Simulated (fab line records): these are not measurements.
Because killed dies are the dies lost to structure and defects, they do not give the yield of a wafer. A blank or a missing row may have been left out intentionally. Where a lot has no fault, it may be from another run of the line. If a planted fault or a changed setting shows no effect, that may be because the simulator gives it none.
What tool caused it? -- flow n5-finfet -- Sampling: 12 lots, 36 wafers, 4 of 1938 route steps

## WHAT EACH GAUGE READ, for each wafer
N5_DUMMY_GATE_INSPECT_17: inspects for defects (brightfield).
lot,measured,on,raw-defect-count
L075,day 3 09:11,defect-inspect-02,197 330 216
L077,day 3 17:37,defect-inspect-01,190 191 202
L079,day 4 05:41,defect-inspect-02,257 256 215
L081,day 4 17:50,defect-inspect-01,123 165 143
L083,day 5 04:31,defect-inspect-02,247 214 364
L085,day 5 15:23,defect-inspect-01,249 182 189
L087,day 6 05:25,defect-inspect-02,231 274 225
L089,day 6 15:37,defect-inspect-01,163 105 208
L091,day 7 04:26,defect-inspect-01,95 199 157
L093,day 7 15:27,defect-inspect-01,359 221 231
L095,day 8 05:36,defect-inspect-01,211 276 190
L097,day 8 21:13,defect-inspect-01,208 193 194

## WHICH TOOL RAN EACH LOT (tool, then ch and the chambers of the sampled wafers, then the start)
lot,N5_FIN_SAQP_STRIP_70,N5_FIN_SAQP_FIN_ETCH_36,N5_FIN_CUT_DESCUM_13
L075,"rie-diel-01 ch 0,1,3, day 2 07:32","rie-si-01 ch 0,3, day 2 08:45","rie-diel-05 ch 0,1,2, day 2 09:34"
L077,"rie-diel-02 ch 1,2, day 2 20:26","rie-si-01 ch 0,1,3, day 2 21:59","rie-diel-03 ch 0,2,3, day 2 22:40"
L079,"rie-diel-04 ch 0,2,3, day 3 07:17","rie-si-02 ch 1,2,3, day 3 08:28","rie-diel-05 ch 0,3, day 3 09:16"
L081,"rie-diel-02 ch 0,1,2, day 3 19:08","rie-si-02 ch 0,3, day 3 20:12","rie-diel-05 ch 0,1, day 3 20:53"
L083,"rie-diel-04 ch 0,2,3, day 4 07:31","rie-si-01 ch 1,2, day 4 08:48","rie-diel-03 ch 1,3, day 4 09:28"
L085,"rie-diel-01 ch 0,2,3, day 4 18:59","rie-si-01 ch 0,2,3, day 4 20:13","rie-diel-03 ch 0,2,3, day 4 20:53"
L087,"rie-diel-02 ch 0,2,3, day 5 07:17","rie-si-06 ch 0,2, day 5 08:20","rie-diel-03 ch 0,2,3, day 5 09:08"
L089,"rie-diel-04 ch 0,1,3, day 5 19:25","rie-si-06 ch 0,1,2, day 5 20:30","rie-diel-06 ch 1,2,3, day 5 21:19"
L091,"rie-diel-04 ch 0,2,3, day 6 07:41","rie-si-02 ch 0,1,2, day 6 08:45","rie-diel-05 ch 0,1,3, day 6 09:26"
L093,"rie-diel-01 ch 2,3, day 6 19:05","rie-si-02 ch 0,1, day 6 20:16","rie-diel-03 ch 0,1,3, day 6 20:57"
L095,"rie-diel-04 ch 1,2, day 7 08:56","rie-si-06 ch 0,1,2, day 7 10:05","rie-diel-03 ch 0,1,2, day 7 10:46"
L097,"rie-diel-04 ch 0,1, day 7 22:09","rie-si-01 ch 0,3, day 8 00:40","rie-diel-03 ch 1,2,3, day 8 01:28"
- N5_FIN_SAQP_STRIP_70: strips in N2/H2.
- N5_FIN_SAQP_FIN_ETCH_36: etches the open film in HBr/Cl2/O2, target depth 120 nm, time 50.4 s.
- N5_FIN_CUT_DESCUM_13: chemistry O2, time 7 s.

## THE ANSWER, worked out from the rows above alone
Rule: what is usual is taken from the lots themselves. The widest of any qualifying gaps counts: lots, ordered by their means at a reading, are off when they make up no more than a third of the lots, leave a main group of 4 or more, and stand apart from it by 3 or more times the standard deviation of that group's means. The tables above print the reading to a certain number of digits; a main group whose means all agree to those digits is not used. A lot without any number at a reading at which 4 lots or more have one is off too. All remaining lots with rows at the step are treated as sound.
None of the lots is off at any reading shown; this tells nothing.

## WHAT WAS PUT IN BY THE SIMULATOR
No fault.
